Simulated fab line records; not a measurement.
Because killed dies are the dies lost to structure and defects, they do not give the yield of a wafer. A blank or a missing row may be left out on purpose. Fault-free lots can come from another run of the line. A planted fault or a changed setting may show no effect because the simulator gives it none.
Matching of chambers | flow nand-harc | NHARC_P_ZERO_WELL_DESCUM_26 on rie-diel-01 has 4 sister chambers
The step chemistry O2, time 3 s. 18 wafers are shown with their chamber, then 9 later ones without.

WAFERS PAIRED WITH THEIR CHAMBERS
wafer  | chamber | drypump-motor-current-A (A) | oes-product-au (a.u.) | o2-flow-sccm (sccm)
L075.2 | 1       | 4.8                         | 0.992                 | 200.3
L075.4 | 3       | 5.3                         | 1.000                 | 201.5
L075.5 | 1       | 4.8                         | 0.991                 | 201.2
L078.1 | 1       | 4.8                         | 0.998                 | 199.8
L078.3 | 2       | 5.7                         | 0.983                 | 199.8
L078.4 | 0       | 5.0                         | 1.001                 | 200.8
L079.1 | 2       | 5.7                         | 0.989                 | 200.4
L079.4 | 1       | 4.8                         | 0.987                 | 200.3
L079.5 | 1       | 4.8                         | 0.991                 | 200.3
L080.2 | 1       | 4.8                         | 1.000                 | 199.5
L080.5 | 1       | 4.8                         | 0.994                 | 200.0
L080.6 | 2       | 5.7                         | 1.005                 | 200.0
L082.1 | 2       | 5.7                         | 1.003                 | 200.2
L082.2 | 3       | 5.3                         | 1.020                 | 199.3
L082.6 | 3       | 5.3                         | 1.004                 | 200.3
L084.1 | 0       | 4.9                         | 0.997                 | 201.2
L084.3 | 3       | 5.3                         | 1.010                 | 200.0
L084.4 | 3       | 5.3                         | 1.010                 | 200.1

SIGNATURES (means of the wafers above)
reading                 | chamber 0 | chamber 1 | chamber 2 | chamber 3 | scatter within a chamber
drypump-motor-current-A | 4.950     | 4.800     | 5.700     | 5.300     | 0.0189
oes-product-au          | 0.99900   | 0.99329   | 0.99500   | 1.00880   | 0.00707
o2-flow-sccm            | 201.000   | 200.200   | 200.100   | 200.240   | 0.57
Rule: a wafer's distance from a chamber is the root of the sum, over the readings, of the square of ((its reading less the chamber's mean) divided by the reading's scatter). The wafer belongs to the nearest chamber; if the next one is less than 2 further off, it can't be placed. How the scatter is found: for the shown wafers, subtract from each reading the mean of its chamber, square and add these, divide the total by (wafers less chambers), then take the root.

WAFERS MISSING THEIR CHAMBER
wafer  | drypump-motor-current-A (A) | oes-product-au (a.u.) | o2-flow-sccm (sccm)
L085.1 | 4.8                         | 0.989                 | 200.3
L085.2 | 5.3                         | 1.001                 | 201.4
L085.3 | 4.9                         | 0.992                 | 200.2
L086.2 | 5.3                         | 1.001                 | 200.4
L086.3 | 4.8                         | 0.995                 | 201.5
L086.5 | 5.7                         | 0.999                 | 200.4
L092.3 | 5.0                         | 0.995                 | 199.6
L092.5 | 5.3                         | 1.003                 | 200.0
L092.6 | 4.9                         | 0.994                 | 200.3

WHICH CHAMBER EACH WENT THROUGH
wafer  | from the rows above | in truth
L085.1 | 1                   | 1
L085.2 | 3                   | 3
L085.3 | 0                   | 0
L086.2 | 3                   | 3
L086.3 | 1                   | 1
L086.5 | 2                   | 2
L092.3 | 0                   | 0
L092.5 | 3                   | 3
L092.6 | 0                   | 0
Correct placement for 9 of the 9. Number that these rows cannot place: 0. Placed wrongly: 0.
